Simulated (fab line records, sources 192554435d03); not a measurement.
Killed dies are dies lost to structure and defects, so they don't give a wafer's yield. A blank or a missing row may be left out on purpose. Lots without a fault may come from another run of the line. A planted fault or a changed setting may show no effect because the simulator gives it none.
fab line records | flow n5_finfet
record lots=24 wafers=72 last_day=18
route steps=1938 shown BEOL_M4@1072 BEOL_M5@1161
lots that met no fault: from a run of the same line without faults
start_h: hours from the record's first day to the start of the lot's first wafer shown | wait_h: hours since the lot's step before | " the same as in the row above | L1.1+2: a row that stands for several wafers | - no value, or no start given | * or withheld: withheld | < > ~ a bound
route shown NAME@n: a module of which the file shows steps, and the number in the route of the first | usual: mean/standard deviation of fault-free wafers | same: alike in all rows | chamber/n: place in a boat | sites: the reading at each site | _std_site: their standard deviation | _edge_site: outer sites' mean less inner sites' | radius_mm: how far each site lies from the wafer's centre | mask NAME#n: copy n | behind: the tool/chamber that last shaped the wafer | hold: why the lot was held/for how many hours/how that ended | device: the transistor (n, p or np) that didn't switch | end of line: the same wafers' tests at the end of the route | a step without rows: its recipe alone | killed: dies lost to structure and defects at the first sort, not the wafer's yield | map: a wafer's dies, x killed, . not, _ none there
set.NAME: the setting as run; set.NAME@STEP: as run at that earlier step | model.NAME: the simulator's own value behind a step, which no gauge read
steps of the route over a sample of lots; a table a step, a row a wafer
services: from which hour (start_h, from the record's first day; less than 0 if before it) a tool's chamber was out of use, for how many hours, and why
## steps
# step N5_BEOL_M4_STRIP_97
# recipe chemistry=N2/H2 time_s=10 power_w=450 temp_c=40 pressure_mtorr=20 rf_frequency_hz=6e+07 bias_power_w=7 n2_flow_sccm=200 h2_flow_sccm=200
# usual drypump_motor_current_A=6.0/0.46 oes_product_au=0.81/0.095 rf_vpp_V=59.1/0.89 showerhead_plenum_p_Torr=2.56/0.1 temp_c=40.00/0.11 throttle_valve_pct=23.6/0.39
# columns lot.wafer tool chamber start_h wait_h drypump_motor_current_A oes_product_au rf_hours_counter_h rf_vpp_V showerhead_plenum_p_Torr temp_c throttle_valve_pct
L074.1 rie_diel-06 1 - - 5.8 0.82 85 57.1 2.46 40.07 23.4
L074.4 " 2 " " 4.9 0.71 - 58.4 2.52 40.24 24.1
L074.6 " 0 " " 6.4 0.74 - 58.3 2.56 40.18 23.7
L075.2 rie_diel-04 2 - - 5.9 0.84 75 58.1 2.67 39.94 23.7
L075.3 " 0 " " 5.9 0.88 39 59.9 2.71 39.95 24.1
L075.6 " 0 " " 5.9 0.88 - 58.9 2.71 39.94 24.2
L076.1 rie_diel-04 2 - - 6.0 0.83 86 60.0 2.67 40.04 23.7
L076.3 " 1 " " 5.9 0.95 5 59.5 2.60 40.12 23.3
L076.6 " 0 " " 5.9 0.86 - 59.6 2.70 39.99 24.1
L078.2 rie_diel-06 1 - - 5.8 0.80 98 59.2 2.46 39.85 23.5
L078.3 " 3 " " 6.4 0.77 139 60.0 2.66 40.13 24.0
L078.5 " 1 " " 5.8 0.81 - 57.9 2.46 40.11 23.5
L081.1 rie_diel-04 2 - - 6.0 0.82 88 60.3 2.67 40.22 23.7
L081.2 " 1 " " 5.8 0.95 7 61.0 2.60 40.05 23.3
L081.4 " 0 " " 5.9 0.86 - 59.6 2.70 40.02 24.2
L077.2 rie_diel-04 1 - - 5.8 0.94 8 60.0 2.59 39.82 23.3
L077.4 " 2 " " 6.0 0.82 89 60.3 2.66 39.97 23.7
L077.6 " 0 " " 5.9 0.86 - 59.5 2.70 39.93 24.2
L079.1 rie_diel-06 1 - - 5.8 0.80 101 58.5 2.46 39.97 23.4
L079.5 " 3 " " 6.4 0.77 - 60.7 2.65 39.99 24.0
L079.6 " 0 " " 6.4 0.74 - 59.2 2.55 39.96 23.7
L080.1 rie_diel-02 2 - - 5.9 0.70 249 57.9 2.47 39.98 23.3
L080.3 " 0 " " 5.8 0.71 190 58.3 2.40 39.73 23.3
L080.5 " 0 " " 5.8 0.70 - 58.2 2.40 39.85 23.3
L082.2 rie_diel-04 1 - - 5.8 0.95 9 58.6 2.59 40.14 23.3
L082.3 " 3 " " 5.8 1.00 2 59.5 2.72 40.04 22.8
L082.4 " 0 " " 5.9 0.85 54 61.2 2.70 39.90 24.2
L083.1 rie_diel-02 1 - - 6.3 0.83 72 59.8 2.56 40.05 23.5
L083.5 " 1 " " 6.3 0.82 - 59.1 2.56 40.07 23.5
L083.6 " 0 " " 5.8 0.71 - 57.8 2.40 39.79 23.3
L084.3 rie_diel-06 0 - - 6.4 0.73 153 57.7 2.55 40.00 23.7
L084.4 " 1 " " 5.8 0.78 108 57.3 2.45 40.06 23.5
L084.6 " 3 " " 6.4 0.77 - 60.1 2.65 39.68 24.0
L085.1 rie_diel-02 1 - - 6.3 0.82 76 59.5 2.56 39.82 23.5
L085.3 " 0 " " 5.8 0.70 203 60.0 2.40 40.12 23.3
L085.5 " 0 " " 5.8 0.70 - 58.6 2.40 40.04 23.3
L086.1 rie_diel-04 0 - - 5.9 0.85 64 58.9 2.70 39.79 24.2
L086.3 " 3 " " 5.8 0.94 13 59.0 2.71 40.13 22.8
L086.6 " 0 " " 5.9 0.85 - 60.3 2.70 39.91 24.2
L087.2 rie_diel-06 3 - - 6.4 0.76 157 59.6 2.65 40.01 24.0
L087.5 " 3 " " 6.4 0.76 - 59.4 2.65 40.03 24.0
L087.6 " 2 " " 4.9 0.70 - 58.2 2.51 39.81 24.1
L088.1 rie_diel-06 0 - - 6.4 0.72 166 59.0 2.55 40.13 23.7
L088.4 " 3 " " 6.4 0.75 162 59.2 2.65 39.79 24.0
L088.5 " 0 " " 6.4 0.73 - 56.9 2.54 40.02 23.7
L091.2 rie_diel-04 1 - - 5.8 0.90 26 59.9 2.59 40.11 23.3
L091.3 " 3 " " 5.8 0.93 20 60.9 2.71 40.12 22.8
L091.5 " 1 " " 5.8 0.91 - 59.1 2.59 40.08 23.3
L089.1 rie_diel-02 3 - - 6.8 0.96 4 59.3 2.48 39.80 23.5
L089.4 " 1 " " 6.3 0.80 89 58.6 2.55 39.86 23.5
L089.6 " 0 " " 5.8 0.69 - 58.3 2.39 40.07 23.3
L090.3 rie_diel-06 3 - - 6.4 0.76 166 60.3 2.64 40.28 24.0
L090.4 " 1 " " 5.7 0.77 125 59.1 2.45 40.02 23.5
L090.6 " 0 " " 6.4 0.72 - 58.8 2.54 39.93 23.8
L093.3 rie_diel-02 2 - - 5.9 0.95 18 59.2 2.47 40.04 23.0
L093.5 " 0 " " 5.8 0.69 - 59.6 2.39 39.97 23.3
L093.6 " 3 " " 6.8 0.95 - 57.8 2.47 40.06 23.5
L092.1 rie_diel-04 1 - - 5.8 0.89 32 60.0 2.58 40.05 23.3
L092.2 " 2 " " 6.0 0.80 117 59.6 2.65 39.94 23.8
L092.5 " 2 " " 6.0 0.80 - 59.1 2.65 40.03 23.8
L094.2 rie_diel-06 3 - - 6.4 0.75 173 59.6 2.64 39.93 24.1
L094.3 " 1 " " 5.8 0.78 132 59.3 2.44 40.07 23.5
L094.6 " 3 " " 6.4 0.75 - 58.8 2.64 40.05 24.0
L095.2 rie_diel-02 0 - - 5.8 0.68 227 59.8 2.39 39.83 23.3
L095.5 " 3 " " 6.8 0.92 - 59.7 2.47 39.88 23.5
L095.6 " 2 " " 5.9 0.93 - 58.7 2.46 40.02 23.0
L097.2 rie_diel-06 2 - - 4.9 0.97 6 58.0 2.50 39.87 23.9
L097.3 " 3 " " 6.4 0.73 183 59.1 2.64 39.81 24.1
L097.6 " 3 " " 6.4 0.74 - 59.0 2.64 39.87 24.1
L096.4 rie_diel-02 0 - - 5.8 0.68 230 59.2 2.39 40.12 23.4
L096.5 " 3 " " 6.8 0.92 - 60.0 2.47 40.00 23.5
L096.6 " 0 " " 5.8 0.68 - 59.3 2.39 40.15 23.4
# step N5_BEOL_M4_SURFACE_TREAT_85
# recipe gas=Ar time_s=* ion_energy_ev=* ion_current_ma_cm2=0.5 pressure_mtorr=* ar_flow_sccm=30
# usual throttle_valve_pct=*
# columns lot.wafer tool chamber start_h wait_h throttle_valve_pct
L074.1 pvd_sputter-02 - 172.04 0.1 *
L074.4 " - " " *
L074.6 " - " " *
L075.2 pvd_sputter-01 - 175.53 0.3 *
L075.3 " - " " *
L075.6 " - " " *
L076.1 pvd_sputter-01 - 200.11 0.1 *
L076.3 " - " " *
L076.6 " - " " *
L078.2 pvd_sputter-02 - 200.26 0.1 *
L078.3 " - " " *
L078.5 " - " " *
L081.1 pvd_sputter-01 - 204.26 0.3 *
L081.2 " - " " *
L081.4 " - " " *
L077.2 pvd_sputter-03 - 207.76 0.1 *
L077.4 " - " " *
L077.6 " - " " *
L079.1 pvd_sputter-01 - 208.35 0.3 *
L079.5 " - " " *
L079.6 " - " " *
L080.1 pvd_sputter-01 - 210.94 0.1 *
L080.3 " - " " *
L080.5 " - " " *
L082.2 pvd_sputter-03 - 213.13 0.8 *
L082.3 " - " " *
L082.4 " - " " *
L083.1 pvd_sputter-02 - 217.37 0.2 *
L083.5 " - " " *
L083.6 " - " " *
L084.3 pvd_sputter-01 - 229.95 0.2 *
L084.4 " - " " *
L084.6 " - " " *
L085.1 pvd_sputter-02 - 239.41 0.2 *
L085.3 " - " " *
L085.5 " - " " *
L086.1 pvd_sputter-02 - 250.09 0.2 *
L086.3 " - " " *
L086.6 " - " " *
L087.2 pvd_sputter-03 - 250.61 0.2 *
L087.5 " - " " *
L087.6 " - " " *
L088.1 pvd_sputter-02 - 264.37 0.2 *
L088.4 " - " " *
L088.5 " - " " *
L091.2 pvd_sputter-03 - 268.68 0.2 *
L091.3 " - " " *
L091.5 " - " " *
L089.1 pvd_sputter-01 - 269.34 0.1 *
L089.4 " - " " *
L089.6 " - " " *
L090.3 pvd_sputter-02 - 273.45 0.1 *
L090.4 " - " " *
L090.6 " - " " *
L093.3 pvd_sputter-03 - 282.61 0.2 *
L093.5 " - " " *
L093.6 " - " " *
L092.1 pvd_sputter-02 - 287.11 0.2 *
L092.2 " - " " *
L092.5 " - " " *
L094.2 pvd_sputter-02 - 287.47 0.5 *
L094.3 " - " " *
L094.6 " - " " *
L095.2 pvd_sputter-02 - 304.42 0.2 *
L095.5 " - " " *
L095.6 " - " " *
L097.2 pvd_sputter-02 - 310.99 0.1 *
L097.3 " - " " *
L097.6 " - " " *
L096.4 pvd_sputter-03 - 311.89 0.5 *
L096.5 " - " " *
L096.6 " - " " *
# step N5_BEOL_M4_SPUTTER_96
# recipe material=Cu target_thk_a=45 temp_c=-20 chamber_pressure_pa=0.07 power_w=withheld time_s=8.29
# usual substrate_temp_c=-20.02/0.11 throttle_valve_pct=29.8/1
# columns lot.wafer tool chamber start_h wait_h substrate_temp_c throttle_valve_pct
L074.1 pvd_sputter-03 - 174.04 0.1 -20.07 29.7
L074.4 " - " " -20.04 30.2
L074.6 " - " " -19.92 30.8
L075.2 pvd_sputter-01 - 177.69 0.1 -20.09 30.4
L075.3 " - " " -19.96 29.1
L075.6 " - " " -20.04 30.3
L076.1 pvd_sputter-02 - 202.09 0.1 -20.03 29.8
L076.3 " - " " -19.91 27.5
L076.6 " - " " -20.01 30.4
L078.2 pvd_sputter-01 - 202.34 0.1 -19.94 30.1
L078.3 " - " " -20.00 30.3
L078.5 " - " " -20.22 30.2
L081.1 pvd_sputter-03 - 206.44 0.1 -20.10 30.5
L081.2 " - " " -19.88 31.0
L081.4 " - " " -19.92 29.9
L077.2 pvd_sputter-02 - 209.75 0.1 -20.00 29.8
L077.4 " - " " -19.97 28.7
L077.6 " - " " -19.87 29.1
L079.1 pvd_sputter-02 - 211.63 0.1 -19.96 30.0
L079.5 " - " " -20.04 29.8
L079.6 " - " " -19.87 28.8
L080.1 pvd_sputter-03 - 212.95 0.1 -20.01 30.3
L080.3 " - " " -20.11 30.8
L080.5 " - " " -20.10 29.6
L082.2 pvd_sputter-03 - 215.25 0.1 -19.86 29.7
L082.3 " - " " -20.04 31.1
L082.4 " - " " -19.99 30.9
L083.1 pvd_sputter-03 - 221.40 0.1 -20.17 29.6
L083.5 " - " " -19.94 30.1
L083.6 " - " " -20.15 30.8
L084.3 pvd_sputter-03 - 231.95 0.1 -19.89 30.4
L084.4 " - " " -19.98 30.5
L084.6 " - " " -19.96 31.0
L085.1 pvd_sputter-03 - 241.43 0.1 -19.91 31.1
L085.3 " - " " -19.89 29.9
L085.5 " - " " -20.06 30.6
L086.1 pvd_sputter-01 - 252.08 0.1 -20.14 29.3
L086.3 " - " " -20.10 30.6
L086.6 " - " " -19.96 30.0
L087.2 pvd_sputter-02 - 252.64 0.1 -19.99 30.9
L087.5 " - " " -20.01 27.6
L087.6 " - " " -20.27 28.7
L088.1 pvd_sputter-03 - 268.00 0.1 -20.12 29.8
L088.4 " - " " -20.14 30.4
L088.5 " - " " -20.02 30.2
L091.2 pvd_sputter-02 - 270.73 0.1 -19.95 31.1
L091.3 " - " " -20.10 29.0
L091.5 " - " " -19.95 27.7
L089.1 pvd_sputter-02 - 272.61 0.1 -19.89 30.6
L089.4 " - " " -20.07 28.7
L089.6 " - " " -19.86 27.5
L090.3 pvd_sputter-02 - 275.43 0.1 -20.12 28.6
L090.4 " - " " -20.17 27.7
L090.6 " - " " -20.06 27.3
L093.3 pvd_sputter-03 - 286.33 0.1 -19.82 29.5
L093.5 " - " " -20.23 31.0
L093.6 " - " " -19.94 30.0
L092.1 pvd_sputter-02 - 289.35 0.1 -20.25 29.6
L092.2 " - " " -20.01 27.9
L092.5 " - " " -20.12 30.5
L094.2 pvd_sputter-03 - 289.63 0.1 -19.98 31.0
L094.3 " - " " -19.84 30.1
L094.6 " - " " -20.13 30.6
L095.2 pvd_sputter-01 - 306.45 0.1 -20.17 29.0
L095.5 " - " " -20.06 29.8
L095.6 " - " " -20.06 29.1
L097.2 pvd_sputter-02 - 312.98 0.1 -20.11 27.6
L097.3 " - " " -19.88 30.7
L097.6 " - " " -20.09 28.4
L096.4 pvd_sputter-03 - 314.29 0.1 -19.91 30.9
L096.5 " - " " -20.26 31.1
L096.6 " - " " -19.87 29.5
# step N5_BEOL_M4_THK_MEAS_53
# recipe thk_meas_gauge=xrf reads=Cu_of_BEOL_M4_ECD_50
# usual M4_THK=39.0/1.9
# columns lot.wafer tool chamber start_h wait_h M4_THK[nm]
L074.1 film_metro-01 - 174.84 - 38.1
L074.4 " - " " 37.9
L074.6 " - " " 37.5
L075.2 film_metro-01 - 178.49 - 39.1
L075.3 " - " " 38.5
L075.6 " - " " 39.6
L076.1 film_metro-02 - 202.88 - 41.4
L076.3 " - " " 38.2
L076.6 " - " " 37.5
L078.2 film_metro-02 - 203.13 - 36.2
L078.3 " - " " 37.9
L078.5 " - " " 36.9
L081.1 film_metro-01 - 207.24 - 40.3
L081.2 " - " " 40.2
L081.4 " - " " 40.9
L077.2 film_metro-02 - 210.59 - 38.0
L077.4 " - " " 37.0
L077.6 " - " " 37.6
L079.1 film_metro-01 - 212.41 - 37.0
L079.5 " - " " 38.9
L079.6 " - " " 40.5
L080.1 film_metro-02 - 213.74 - 40.9
L080.3 " - " " 38.8
L080.5 " - " " 37.6
L082.2 film_metro-01 - 216.04 - 39.4
L082.3 " - " " 41.4
L082.4 " - " " 41.2
L083.1 film_metro-02 - 222.20 - 38.9
L083.5 " - " " 39.9
L083.6 " - " " 37.8
L084.3 film_metro-01 - 232.74 - 37.5
L084.4 " - " " 36.4
L084.6 " - " " 39.2
L085.1 film_metro-01 - 242.22 - 37.1
L085.3 " - " " 37.2
L085.5 " - " " 39.0
L086.1 film_metro-01 - 252.93 - 38.3
L086.3 " - " " 39.9
L086.6 " - " " 40.9
L087.2 film_metro-02 - 253.43 - 39.9
L087.5 " - " " 39.9
L087.6 " - " " 37.1
L088.1 film_metro-01 - 268.79 - 38.2
L088.4 " - " " 39.0
L088.5 " - " " 39.1
L091.2 film_metro-02 - 271.52 - 39.8
L091.3 " - " " 43.3
L091.5 " - " " 43.2
L089.1 film_metro-01 - 273.56 - 37.9
L089.4 " - " " 36.0
L089.6 " - " " 37.8
L090.3 film_metro-01 - 276.22 - 39.4
L090.4 " - " " 38.3
L090.6 " - " " 39.5
L093.3 film_metro-01 - 287.21 - 36.6
L093.5 " - " " 38.2
L093.6 " - " " 38.3
L092.1 film_metro-01 - 290.15 - 42.3
L092.2 " - " " 39.1
L092.5 " - " " 39.7
L094.2 film_metro-01 - 290.41 - 39.9
L094.3 " - " " 39.3
L094.6 " - " " 42.0
L095.2 film_metro-02 - 307.94 - 38.2
L095.5 " - " " 40.1
L095.6 " - " " 39.6
L097.2 film_metro-01 - 313.77 - 42.7
L097.3 " - " " 41.4
L097.6 " - " " 38.9
L096.4 film_metro-02 - 315.09 - 37.2
L096.5 " - " " 39.6
L096.6 " - " " 38.9
# step N5_BEOL_M5_ETCH_41
# recipe chemistry=CH3F/O2 target=SiCN target_depth_a=315 taper_deg=2 time_s=56.7 ion_energy_ev=120 mask_material=TiN pressure_mtorr=30 source_w=395 bias_w=75 Ar_flow_sccm=150 CH3F_flow_sccm=30 O2_flow_sccm=20
# usual drypump_motor_current_A=5.7/0.5 oes_product_au=0.80/0.074 rf_vpp_V=297.2/1.5 showerhead_plenum_p_Torr=2.00/0.07 throttle_valve_pct=16.25/0.2
# columns lot.wafer tool chamber start_h wait_h drypump_motor_current_A oes_product_au rf_hours_counter_h rf_vpp_V showerhead_plenum_p_Torr throttle_valve_pct
L074.1 rie_diel-05 3 - - 5.8 0.70 200 297.2 2.08 16.73
L074.4 " 1 " " 5.9 0.64 249 298.1 2.05 16.33
L074.6 " 1 " " 5.9 0.64 - 297.8 2.05 16.31
L075.2 rie_diel-03 3 - - 6.5 0.89 32 300.0 2.14 16.14
L075.3 " 0 " " 6.0 0.85 61 299.3 2.01 16.22
L075.6 " 3 " " 6.5 0.89 - 298.4 2.14 16.15
L076.1 rie_diel-03 3 - - 6.5 0.87 42 299.5 2.14 16.17
L076.3 " 1 " " 6.6 0.76 167 297.7 1.97 16.31
L076.6 " 2 " " 5.8 0.76 - 297.3 2.02 16.28
L078.2 rie_diel-01 1 - - 5.4 0.85 44 296.2 1.97 16.01
L078.3 " 2 " " 5.2 0.90 31 296.3 1.96 16.02
L078.5 " 3 " " 6.0 0.85 - 298.6 2.06 16.36
L081.1 rie_diel-05 2 - - 5.0 0.84 75 295.5 1.92 16.19
L081.2 " 0 " " 5.1 0.70 191 295.4 1.90 16.26
L081.4 " 2 " " 5.0 0.84 - 296.2 1.92 16.21
L079.1 rie_diel-03 3 - - 6.6 0.87 45 300.1 2.14 16.17
L079.5 " 0 " " 6.0 0.82 - 297.5 2.00 16.24
L079.6 " 3 " " 6.6 0.87 - 299.3 2.14 16.18
L080.1 rie_diel-01 1 - - 5.4 0.83 47 297.0 1.97 16.01
L080.3 " 2 " " 5.3 0.88 35 295.4 1.95 16.03
L080.5 " 3 " " 6.0 0.84 - 297.4 2.06 16.38
L077.2 rie_diel-05 3 - - 5.8 0.70 208 299.1 2.08 16.75
L077.4 " 0 " " 5.1 0.70 - 294.1 1.90 16.25
L077.6 " 2 " " 5.1 0.84 - 296.5 1.92 16.20
L082.2 rie_diel-01 1 - - 5.4 0.84 49 295.1 1.97 16.00
L082.3 " 0 " " 5.5 0.90 41 296.6 1.96 16.13
L082.4 " 3 " " 6.0 0.84 66 297.5 2.06 16.39
L083.1 rie_diel-05 2 - - 5.0 0.85 80 296.7 1.92 16.20
L083.5 " 3 " " 5.8 0.71 - 298.7 2.08 16.76
L083.6 " 2 " " 5.0 0.84 - 295.7 1.92 16.20
L084.3 rie_diel-05 0 - - 5.1 0.69 199 295.4 1.90 16.27
L084.4 " 0 " " 5.1 0.69 - 295.9 1.90 16.26
L084.6 " 2 " " 5.0 0.83 - 296.2 1.92 16.22
L085.1 rie_diel-03 3 - - 6.5 0.86 52 300.3 2.13 16.18
L085.3 " 0 " " 6.0 0.82 81 298.9 2.00 16.25
L085.5 " 1 " " 6.6 0.75 - 298.3 1.97 16.32
L086.1 rie_diel-05 0 - - 5.1 0.69 205 295.9 1.90 16.28
L086.3 " 1 " " 6.0 0.98 4 298.4 2.05 15.84
L086.6 " 2 " " 5.0 0.82 - 296.3 1.92 16.26
L087.2 rie_diel-01 1 - - 5.4 0.82 57 295.6 1.97 16.02
L087.5 " 3 " " 6.0 0.83 - 297.2 2.05 16.40
L087.6 " 2 " " 5.3 0.87 - 296.1 1.95 16.03
L088.1 rie_diel-05 2 - - 5.1 0.82 95 295.8 1.92 16.25
L088.4 " 3 " " 5.8 0.69 225 299.5 2.07 16.78
L088.5 " 3 " " 5.8 0.70 - 297.5 2.07 16.78
L091.2 rie_diel-01 2 - - 5.3 0.86 50 295.6 1.95 16.05
L091.3 " 3 " " 6.0 0.82 80 298.4 2.05 16.40
L091.5 " 0 " " 5.5 0.86 - 296.7 1.96 16.15
L089.1 rie_diel-01 3 - - 6.0 0.82 82 297.9 2.05 16.41
L089.4 " 2 " " 5.3 0.86 51 297.1 1.95 16.05
L089.6 " 1 " " 5.4 0.82 - 295.6 1.96 16.03
L090.3 rie_diel-01 2 - - 5.3 0.87 53 295.8 1.95 16.05
L090.4 " 0 " " 5.5 0.87 57 295.8 1.96 16.15
L090.6 " 2 " " 5.2 0.86 - 296.5 1.95 16.06
L093.3 rie_diel-03 2 - - 5.8 0.75 145 297.4 2.01 16.30
L093.5 " 2 " " 5.8 0.74 - 297.8 2.01 16.32
L093.6 " 3 " " 6.5 0.83 - 300.8 2.13 16.23
L092.1 rie_diel-03 2 - - 5.8 0.74 146 297.1 2.01 16.31
L092.2 " 1 " " 6.6 0.74 193 297.2 1.96 16.34
L092.5 " 0 " " 6.0 0.80 - 299.2 2.00 16.28
L094.2 rie_diel-03 3 - - 6.5 0.82 66 299.0 2.13 16.24
L094.3 " 2 " " 5.8 0.73 146 297.9 2.01 16.32
L094.6 " 3 " " 6.5 0.83 - 299.2 2.13 16.22
L095.2 rie_diel-05 2 - - 5.0 0.81 108 297.4 1.91 16.27
L095.5 " 0 " " 5.2 0.68 - 294.9 1.89 16.32
L095.6 " 1 " " 5.9 0.93 - 298.1 2.04 15.86
L097.2 rie_diel-05 3 - - 5.8 0.68 242 298.4 2.07 16.79
L097.3 " 1 " " 5.9 0.92 25 298.7 2.04 15.90
L097.6 " 0 " " 5.2 0.68 - 296.4 1.89 16.33
L096.4 rie_diel-03 2 - - 5.7 0.73 154 297.9 2.01 16.33
L096.5 " 0 " " 6.1 0.79 - 297.5 1.99 16.28
L096.6 " 3 " " 6.5 0.82 - 300.6 2.13 16.23
# step N5_BEOL_M5_STRIP_91
# recipe chemistry=N2/H2 time_s=10 power_w=450 temp_c=40 pressure_mtorr=20 rf_frequency_hz=6e+07 bias_power_w=7 n2_flow_sccm=200 h2_flow_sccm=200
# usual drypump_motor_current_A=5.7/0.5 oes_product_au=0.80/0.073 rf_vpp_V=59.2/0.86 showerhead_plenum_p_Torr=2.52/0.082 temp_c=39.98/0.11 throttle_valve_pct=23.5/0.38
# columns lot.wafer tool chamber start_h wait_h drypump_motor_current_A oes_product_au rf_hours_counter_h rf_vpp_V showerhead_plenum_p_Torr temp_c throttle_valve_pct
L074.1 rie_diel-05 3 - - 5.8 0.72 200 60.7 2.63 39.88 23.9
L074.4 " 1 " " 5.9 0.65 249 59.7 2.59 39.92 23.2
L074.6 " 1 " " 6.0 0.66 - 59.1 2.59 39.85 23.3
L075.2 rie_diel-03 3 - - 6.5 0.89 32 60.2 2.69 40.06 23.6
L075.3 " 0 " " 6.1 0.84 61 60.2 2.58 39.98 24.2
L075.6 " 3 " " 6.5 0.90 - 59.4 2.69 40.10 23.6
L076.1 rie_diel-03 3 - - 6.5 0.88 42 60.3 2.69 40.10 23.6
L076.3 " 1 " " 6.6 0.76 167 58.6 2.51 39.94 23.4
L076.6 " 2 " " 5.8 0.78 - 59.5 2.56 39.99 23.2
L078.2 rie_diel-01 1 - - 5.4 0.87 44 58.2 2.47 39.89 22.8
L078.3 " 2 " " 5.3 0.90 31 58.6 2.44 40.09 23.1
L078.5 " 3 " " 6.1 0.84 - 58.6 2.57 40.00 23.5
L081.1 rie_diel-05 2 - - 5.0 0.84 75 59.5 2.45 39.71 23.6
L081.2 " 0 " " 5.1 0.71 191 57.4 2.44 40.08 23.7
L081.4 " 2 " " 5.1 0.84 - 59.5 2.45 40.02 23.6
L079.1 rie_diel-03 3 - - 6.5 0.87 45 60.2 2.69 40.06 23.6
L079.5 " 0 " " 6.1 0.80 - 59.1 2.57 40.21 24.2
L079.6 " 3 " " 6.5 0.87 - 59.2 2.69 39.89 23.6
L080.1 rie_diel-01 1 - - 5.4 0.86 47 59.4 2.47 40.11 22.8
L080.3 " 2 " " 5.2 0.89 35 59.9 2.44 40.02 23.1
L080.5 " 3 " " 6.0 0.83 - 59.1 2.57 39.98 23.6
L077.2 rie_diel-05 3 - - 5.7 0.71 208 58.2 2.63 40.06 23.9
L077.4 " 0 " " 5.1 0.71 - 59.1 2.43 39.99 23.8
L077.6 " 2 " " 5.0 0.84 - 60.5 2.45 40.15 23.6
L082.2 rie_diel-01 1 - - 5.4 0.86 49 59.0 2.47 39.96 22.8
L082.3 " 0 " " 5.5 0.88 41 57.1 2.46 40.03 23.4
L082.4 " 3 " " 6.0 0.85 66 60.2 2.57 40.07 23.5
L083.1 rie_diel-05 2 - - 5.1 0.84 80 59.4 2.45 39.79 23.6
L083.5 " 3 " " 5.8 0.71 - 60.1 2.63 39.86 23.9
L083.6 " 2 " " 5.0 0.84 - 59.5 2.45 39.74 23.6
L084.3 rie_diel-05 0 - - 5.1 0.69 199 59.8 2.43 39.78 23.8
L084.4 " 0 " " 5.1 0.70 - 59.3 2.43 39.89 23.8
L084.6 " 2 " " 5.0 0.84 - 60.6 2.45 40.00 23.6
L085.1 rie_diel-03 3 - - 6.5 0.86 52 60.2 2.68 40.08 23.6
L085.3 " 0 " " 6.1 0.81 81 59.8 2.57 40.16 24.2
L085.5 " 1 " " 6.6 0.76 - 59.0 2.51 40.06 23.4
L086.1 rie_diel-05 0 - - 5.1 0.70 205 58.0 2.43 40.05 23.8
L086.3 " 1 " " 6.0 1.01 4 59.8 2.59 40.33 22.9
L086.6 " 2 " " 5.0 0.83 - 58.9 2.44 40.01 23.6
L087.2 rie_diel-01 1 - - 5.4 0.84 57 58.7 2.47 40.17 22.8
L087.5 " 3 " " 6.0 0.82 - 59.7 2.56 39.96 23.6
L087.6 " 2 " " 5.3 0.88 - 59.4 2.44 39.99 23.1
L088.1 rie_diel-05 2 - - 5.1 0.83 95 57.8 2.44 39.85 23.6
L088.4 " 3 " " 5.8 0.70 225 58.6 2.62 39.91 23.9
L088.5 " 3 " " 5.8 0.70 - 59.2 2.62 39.98 23.9
L091.2 rie_diel-01 2 - - 5.3 0.87 50 58.9 2.44 40.04 23.1
L091.3 " 3 " " 6.0 0.83 80 59.3 2.56 40.05 23.6
L091.5 " 0 " " 5.5 0.86 - 58.2 2.45 39.88 23.5
L089.1 rie_diel-01 3 - - 6.0 0.82 82 60.8 2.56 40.05 23.6
L089.4 " 2 " " 5.3 0.86 51 59.1 2.43 40.02 23.1
L089.6 " 1 " " 5.4 0.83 - 59.4 2.47 39.89 22.8
L090.3 rie_diel-01 2 - - 5.2 0.86 53 59.0 2.43 39.85 23.1
L090.4 " 0 " " 5.5 0.86 57 58.9 2.45 40.05 23.5
L090.6 " 2 " " 5.3 0.87 - 58.8 2.43 39.85 23.1
L093.3 rie_diel-03 2 - - 5.8 0.75 145 59.6 2.55 39.74 23.2
L093.5 " 2 " " 5.8 0.75 - 59.3 2.55 39.90 23.2
L093.6 " 3 " " 6.6 0.85 - 57.8 2.68 39.95 23.6
L092.1 rie_diel-03 2 - - 5.8 0.76 146 60.2 2.55 40.00 23.2
L092.2 " 1 " " 6.6 0.73 193 60.8 2.50 39.87 23.5
L092.5 " 0 " " 6.0 0.79 - 60.9 2.56 39.84 24.2
L094.2 rie_diel-03 3 - - 6.5 0.85 66 60.1 2.68 39.99 23.6
L094.3 " 2 " " 5.8 0.75 146 60.0 2.55 39.82 23.2
L094.6 " 3 " " 6.5 0.85 - 59.7 2.68 39.92 23.6
L095.2 rie_diel-05 2 - - 5.0 0.81 108 57.2 2.43 39.88 23.6
L095.5 " 0 " " 5.1 0.69 - 57.3 2.42 40.03 23.8
L095.6 " 1 " " 5.9 0.96 - 58.8 2.58 40.04 22.9
L097.2 rie_diel-05 3 - - 5.8 0.69 242 59.7 2.61 39.88 23.9
L097.3 " 1 " " 5.9 0.95 25 60.6 2.58 39.95 22.9
L097.6 " 0 " " 5.2 0.68 - 58.2 2.42 40.04 23.8
L096.4 rie_diel-03 2 - - 5.8 0.75 154 60.0 2.54 39.95 23.2
L096.5 " 0 " " 6.1 0.78 - 58.6 2.56 40.06 24.3
L096.6 " 3 " " 6.5 0.83 - 57.4 2.67 40.10 23.6
## services
# columns tool chamber start_h hours kind
rie_diel-02 - 158.13 14.6 pm
rie_diel-05 3 158.44 5.2 repair
rie_diel-04 1 166.78 - clean
rie_diel-04 1 166.78 - consumable_replace:focus_ring
rie_diel-04 1 166.78 21.4 scheduled_down
rie_diel-04 1 166.78 21.4 vent_cycle
rie_diel-05 - 183.76 15.6 pm
rie_diel-04 3 188.31 - clean
rie_diel-04 3 188.31 - consumable_replace:focus_ring
rie_diel-06 2 189.17 6.4 repair
rie_diel-06 - 195.09 0.2 repair
rie_diel-05 0 200.72 8.9 repair
rie_diel-05 1 203.12 7.6 repair
rie_diel-05 1 211.16 - clean
rie_diel-05 1 211.16 - consumable_replace:focus_ring
rie_diel-05 1 211.16 31.8 scheduled_down
rie_diel-05 1 211.16 31.8 vent_cycle
rie_diel-05 3 215.05 2.0 repair
rie_diel-03 3 256.81 3.9 repair
rie_diel-06 2 274.97 - clean
rie_diel-06 2 274.97 - consumable_replace:focus_ring
rie_diel-06 2 274.97 20.6 scheduled_down
rie_diel-06 2 274.97 20.6 vent_cycle
rie_diel-06 - 279.75 0.6 repair
## key
fault none
